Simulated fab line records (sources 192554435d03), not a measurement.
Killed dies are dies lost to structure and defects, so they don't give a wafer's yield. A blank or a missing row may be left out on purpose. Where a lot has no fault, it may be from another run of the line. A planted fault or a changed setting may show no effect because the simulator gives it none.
Problem report in the 8D (eight disciplines) form, filled by code -- flow n5Finfet -- the parts of the form that need people (team, actions taken, sign-off) are left out

## 1. WHAT IS WRONG
timeToEndpointS at N5_BEOL_M14_CMP_49 reads a mean of 234 s on 9 wafers of 3 lots; wafers without a fault read 122 s with a standard deviation of 4. Relative to the usual mean, that is a shift of +28 standard deviations.
The step: polishes, stops on SiO2, t overpolish 5.2 s, target thk 560 nm.
The first sign was on wafer L965.2 at day 13 21:02, on cmp-02. The record has a number at this step for 33 wafers belonging to 11 lots. The rule behind "out" and "out of limits": a value lying over 4 standard deviations away from the usual mean. All remaining wafers that have a number are taken as sound.

## 2. WHAT THIS IS AND IS NOT
question,is,is not
which readings at this step,timeToEndpointS,"clearingPlatenDownForcePsi, platenRpm"
which lots,"L965, L967, L969","L960, L966, L968, L977, L979, L980, L982, L983"
which wafers of those lots,all that have a number,-
read on which tools,"cmp-02, cmp-03, cmp-04",-
when,from day 13 21:02,"up to then (9 sound wafers); but 15 sound wafers of L977, L979, L980, L982, L983 came after"

## 3. SUSPECTS, AND WHAT RULES EACH OUT
Counting: a tool stays on the suspect list if, at a process step up to the reading, it processed all lots that are out and no sound lot following the first of them.
- ecdCu-01 at N5_BEOL_M14_ECD_47 (material Cu, target thk 1248 nm): ruled out as a lasting fault. Following L965 (day 13 20:34), the first lot on it that is out, the sound lots L980, L983 were run on it.
Left after counting: nothing in the record.

## 4. THE CAUSE (what the simulator had put in)
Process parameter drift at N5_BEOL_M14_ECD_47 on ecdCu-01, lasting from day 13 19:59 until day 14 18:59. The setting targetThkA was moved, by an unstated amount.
It was ruled out by counting, in error; the rule expects a fault to strike all lots run on its tool from its start on, and this fault did not.

## 5. THE CHAIN OF EFFECTS, in route order
Each row: a reading whose mean over the struck wafers that have a number lies more than 3 standard deviations from the usual. Readings are gone through only where the record gives a usual standard deviation; hours: the median, over the lots, of the time from a lot's start at the first step in this table giving one to that lot's start at this step; sigmas: the change measured in usual standard deviations.
hours,step,reading,usual,on struck wafers,change,sigmas
0,N5_BEOL_M14_CMP_49,timeToEndpointS,122 s,234,+112,+28
It contains these process steps:
- N5_BEOL_M14_CMP_49: polishes, stops on SiO2, t overpolish 5.2 s, target thk 560 nm.
At these later measuring or inspecting steps, every struck wafer for which the step has a row has a number for every such reading, and none has moved that far: N5_BEOL_M14_INSPECT_55.

## 6. HOW IT WOULD HAVE BEEN CAUGHT EARLIER
In this record the first reading out of limits was taken at day 13 21:02, 1 hour after the fault began at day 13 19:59.
